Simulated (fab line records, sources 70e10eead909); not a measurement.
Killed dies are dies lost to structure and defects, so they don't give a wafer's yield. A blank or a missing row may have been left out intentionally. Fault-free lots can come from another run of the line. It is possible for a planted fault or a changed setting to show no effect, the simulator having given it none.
Which of the tools did it? + flow nand-harc + 11 lots, 33 wafers sampled, at 7 steps of a route of 1302

== WHAT EACH GAUGE READ, for each wafer ==
NHARC_P_M2_THK_MEAS_24: measures by xrf.
| lot  | measured     | on            | thk-nm (nm)       |
|------|--------------|---------------|-------------------|
| L717 | day 7 04:01  | film-metro-01 | 143.7 144.8 143.8 |
| L718 | day 7 18:22  | film-metro-01 | 144.8 145.4 142.3 |
| L720 | day 8 18:50  | film-metro-01 | 143.7 145.4 146.0 |
| L721 | day 8 22:06  | film-metro-01 | 141.3 143.9 142.3 |
| L723 | day 10 02:51 | film-metro-01 | 143.8 145.7 144.8 |
| L724 | day 10 08:06 | film-metro-01 | 145.8 145.7 143.9 |
| L726 | day 10 23:46 | film-metro-01 | 145.9 146.4 144.8 |
| L727 | day 11 09:04 | film-metro-01 | 142.6 143.6 142.5 |
| L729 | day 12 11:53 | film-metro-02 | 146.2 143.7 144.8 |
| L731 | day 13 03:46 | film-metro-01 | 143.8 111.8 145.8 |
| L733 | day 13 23:31 | film-metro-01 | 144.6 112.4 109.8 |

NHARC_END_SORT_01.
| lot  | measured     | on        | defect-limited-yield (%) | killed-at-array | killed-at-other | killed-at-periphery | killed-dies | killed-open | killed-short | sort_bin_2_pct (%) | sort_bin_3_pct (%) | sort_bin_4_pct (%) | sort-n-pass | sort-rim-yield-pct (%) | sort-yield-pct (%) |
|------|--------------|-----------|--------------------------|-----------------|-----------------|---------------------|-------------|-------------|--------------|--------------------|--------------------|--------------------|-------------|------------------------|--------------------|
| L726 | day 29 03:11 | prober-01 | 93.6                     | 38              | 2               | 3                   | 43          | 3           | 0            | 2.2                | 0.4                | 3.7                | 634         | 85                     | 93.6               |
| L731 | day 31 08:24 | prober-02 | 89.5 0 92.5              | 70 62 47        | 0 1 0           | 1 614 4             | 71 677 51   | 2 2 2       | 2 3 2        | 3.8 94.2 3.5       | 0.9 0.9 0.9        | 5.8 4.9 3.1        | 606 0 626   | 77 0 81                | 89.5 0 92.5        |
| L733 | day 31 09:58 | prober-01 | 91.0 0 0.4               | 52 55 47        | 1 1 0           | 8 621 627           | 61 677 674  | 5 1 4       | 3 5 1        | 2.8 94.2 95.1      | 0.6 0.9 0.7        | 5.6 4.9 3.7        | 616 0 3     | 81 0 1                 | 91.0 0 0.4         |

== EACH LOT AND THE TOOL THAT RAN IT (in order: tool; ch and the chambers of the sampled wafers; start) ==
| lot  | NHARC_P_M1_ANNEAL_31             | NHARC_P_M2_PVD_20                       | NHARC_P_M2_ECD_22              | NHARC_P_M2_CMP_23             | NHARC_P_M2_PRE_CLEAN_32         |
|------|----------------------------------|-----------------------------------------|--------------------------------|-------------------------------|---------------------------------|
| L717 | rtp-anneal-02 ch 0, day 6 23:07  | pvd-sputter-01, day 7 02:58 or earlier  | ecd-cu-01 ch 0,1, day 7 02:58  | cmp-03 ch 0,3, day 7 03:42    | pecvd-01 ch 1,2, day 7 04:16    |
| L718 | rtp-anneal-01 ch 0, day 7 13:37  | pvd-sputter-02, day 7 17:23 or earlier  | ecd-cu-02 ch 0,1, day 7 17:23  | cmp-02 ch 0,2,3, day 7 18:07  | pecvd-03 ch 0,2, day 7 18:37    |
| L720 | rtp-anneal-02 ch 0, day 8 14:04  | pvd-sputter-01, day 8 17:48 or earlier  | ecd-cu-01 ch 0,1, day 8 17:48  | cmp-03 ch 1,2, day 8 18:31    | pecvd-01 ch 0,2, day 8 19:05    |
| L721 | rtp-anneal-02 ch 0, day 8 17:18  | pvd-sputter-03, day 8 21:04 or earlier  | ecd-cu-01 ch 0,1, day 8 21:04  | cmp-01 ch 1,2,3, day 8 21:47  | pecvd-02 ch 0,1,2, day 8 22:20  |
| L723 | rtp-anneal-02 ch 0, day 9 22:03  | pvd-sputter-02, day 10 01:52 or earlier | ecd-cu-01 ch 0,1, day 10 01:52 | cmp-03 ch 1,2, day 10 02:32   | pecvd-02 ch 0,1,2, day 10 03:04 |
| L724 | rtp-anneal-01 ch 0, day 10 03:13 | pvd-sputter-03, day 10 07:04 or earlier | ecd-cu-02 ch 0,1, day 10 07:04 | cmp-03 ch 1,2,3, day 10 07:47 | pecvd-01 ch 0,1, day 10 08:20   |
| L726 | rtp-anneal-02 ch 0, day 10 19:07 | pvd-sputter-01, day 10 22:50 or earlier | ecd-cu-02 ch 0,1, day 10 22:50 | cmp-03 ch 2,3, day 10 23:29   | pecvd-03 ch 0,1,2, day 11 00:01 |
| L727 | rtp-anneal-01 ch 0, day 11 04:15 | pvd-sputter-02, day 11 08:02 or earlier | ecd-cu-01 ch 0,1, day 11 08:02 | cmp-01 ch 2,3, day 11 08:47   | pecvd-02 ch 0,2, day 11 09:19   |
| L729 | rtp-anneal-01 ch 0, day 12 07:11 | pvd-sputter-01, day 12 10:52 or earlier | ecd-cu-02 ch 0,1, day 12 10:52 | cmp-03 ch 2,3, day 12 11:35   | pecvd-02 ch 1,2, day 12 12:07   |
| L731 | rtp-anneal-01 ch 0, day 12 22:57 | pvd-sputter-01, day 13 02:47 or earlier | ecd-cu-02 ch 0,1, day 13 02:47 | cmp-01 ch 0,2, day 13 03:28   | pecvd-02 ch 0,1, day 13 03:59   |
| L733 | rtp-anneal-01 ch 0, day 13 18:56 | pvd-sputter-02, day 13 22:34 or earlier | ecd-cu-02 ch 0,1, day 13 22:34 | cmp-03 ch 0,3, day 13 23:12   | pecvd-03 ch 0,1,2, day 13 23:44 |
- NHARC_P_M1_ANNEAL_31: time 90 s.
- NHARC_P_M2_PVD_20: deposits TaN, target thk 5 nm, time 8.06 s.
- NHARC_P_M2_ECD_22: material Cu, target thk 400 nm.
- NHARC_P_M2_CMP_23: polishes, t overpolish 20 s, target thk 144.3 nm.
- NHARC_P_M2_PRE_CLEAN_32: time 12 s.

== AS READ BY THE TOOLS THEMSELVES (means over the sampled wafers that have a number; for cases with no such wafer, the mark the record gives instead) ==
NHARC_P_M1_ANNEAL_31.
| lot  | tool          | wafer_temp_C_max |
|------|---------------|------------------|
| L717 | rtp-anneal-02 | 226.12           |
| L718 | rtp-anneal-01 | 225.98           |
| L720 | rtp-anneal-02 | 226.12           |
| L721 | rtp-anneal-02 | 225.82           |
| L723 | rtp-anneal-02 | 225.89           |
| L724 | rtp-anneal-01 | 226.23           |
| L726 | rtp-anneal-02 | 226.11           |
| L727 | rtp-anneal-01 | 225.84           |
| L729 | rtp-anneal-01 | 226.16           |
| L731 | rtp-anneal-01 | 225.78           |
| L733 | rtp-anneal-01 | 225.81           |

NHARC_P_M2_PVD_20.
| lot  | tool           | throttle-valve-pct (%) |
|------|----------------|------------------------|
| L717 | pvd-sputter-01 | 29.6                   |
| L718 | pvd-sputter-02 | 29.4                   |
| L720 | pvd-sputter-01 | 29.6                   |
| L721 | pvd-sputter-03 | 28.1                   |
| L723 | pvd-sputter-02 | 30.1                   |
| L724 | pvd-sputter-03 | 28.3                   |
| L726 | pvd-sputter-01 | 30.6                   |
| L727 | pvd-sputter-02 | 29.2                   |
| L729 | pvd-sputter-01 | 29.8                   |
| L731 | pvd-sputter-01 | 30.0                   |
| L733 | pvd-sputter-02 | 29.3                   |

NHARC_P_M2_ECD_22.
| lot  | tool      | bath-temp-c (C) |
|------|-----------|-----------------|
| L717 | ecd-cu-01 | 25.03           |
| L718 | ecd-cu-02 | 24.90           |
| L720 | ecd-cu-01 | 24.96           |
| L721 | ecd-cu-01 | 25.07           |
| L723 | ecd-cu-01 | 25.11           |
| L724 | ecd-cu-02 | 25.03           |
| L726 | ecd-cu-02 | 24.91           |
| L727 | ecd-cu-01 | 25.02           |
| L729 | ecd-cu-02 | 24.88           |
| L731 | ecd-cu-02 | 24.88           |
| L733 | ecd-cu-02 | 24.86           |

NHARC_P_M2_CMP_23.
| lot  | tool   | motor-current-A (A) | time-to-endpoint-s (s) |
|------|--------|---------------------|------------------------|
| L717 | cmp-03 | 12.4                | 29.3                   |
| L718 | cmp-02 | 11.6                | 27.6                   |
| L720 | cmp-03 | 11.3                | 31.4                   |
| L721 | cmp-01 | 11.6                | 24.9                   |
| L723 | cmp-03 | 11.6                | 29.5                   |
| L724 | cmp-03 | 11.5                | 31.6                   |
| L726 | cmp-03 | 11.0                | 29.5                   |
| L727 | cmp-01 | 10.8                | 26.2                   |
| L729 | cmp-03 | 11.2                | 30.8                   |
| L731 | cmp-01 | 13.2                | 19.6                   |
| L733 | cmp-03 | 12.9                | 17.2                   |

NHARC_P_M2_PRE_CLEAN_32.
| lot  | tool     | heater-power-w (W) |
|------|----------|--------------------|
| L717 | pecvd-01 | 591                |
| L718 | pecvd-03 | 518                |
| L720 | pecvd-01 | 577                |
| L721 | pecvd-02 | 580                |
| L723 | pecvd-02 | 581                |
| L724 | pecvd-01 | 676                |
| L726 | pecvd-03 | 605                |
| L727 | pecvd-02 | 539                |
| L729 | pecvd-02 | 604                |
| L731 | pecvd-02 | 593                |
| L733 | pecvd-03 | 594                |

== THE ANSWER, worked out from the rows above alone ==
Rule: usual is defined by the lots themselves. Put in order of their means at a reading, lots are off if they are a third of the lots or fewer, leave a main group of 4 or more, and stand apart from it by a gap of 3 or more times the standard deviation of the main group's means; of several such gaps the widest counts. A main group whose means are all the same, to the digits that the tables above print for the reading, isn't used. A lot without any number at a reading at which 4 lots or more have one is off too. Where the step has rows for the other lots, those lots are counted as sound. Order of review: gauges by route order, followed by the tools' own readings, for which a lot's mean as printed above is used. The first step at which some lot is off is used, and at that step the reading that is off furthest; a lot without a number counts as furthest.
Off: L731, L733 (NHARC_P_M2_THK_MEAS_24, thk-nm). Main group: mean 144.4 nm, sd 1.
A tool fits if, at a process step before that reading, it ran every lot that is off, and no sound lot after the first of them. The gauges at NHARC_P_M2_THK_MEAS_24 are tried like those tools. NHARC_P_M2_PVD_20: start missing for some lots; hours and lot order therefore follow NHARC_P_M2_ECD_22. Can't be told from this: 3 tools fit, rtp-anneal-01 at NHARC_P_M1_ANNEAL_31, ecd-cu-02 at NHARC_P_M2_ECD_22, film-metro-01 at NHARC_P_M2_THK_MEAS_24.

== WHAT HAD BEEN PUT IN BY THE SIMULATOR ==
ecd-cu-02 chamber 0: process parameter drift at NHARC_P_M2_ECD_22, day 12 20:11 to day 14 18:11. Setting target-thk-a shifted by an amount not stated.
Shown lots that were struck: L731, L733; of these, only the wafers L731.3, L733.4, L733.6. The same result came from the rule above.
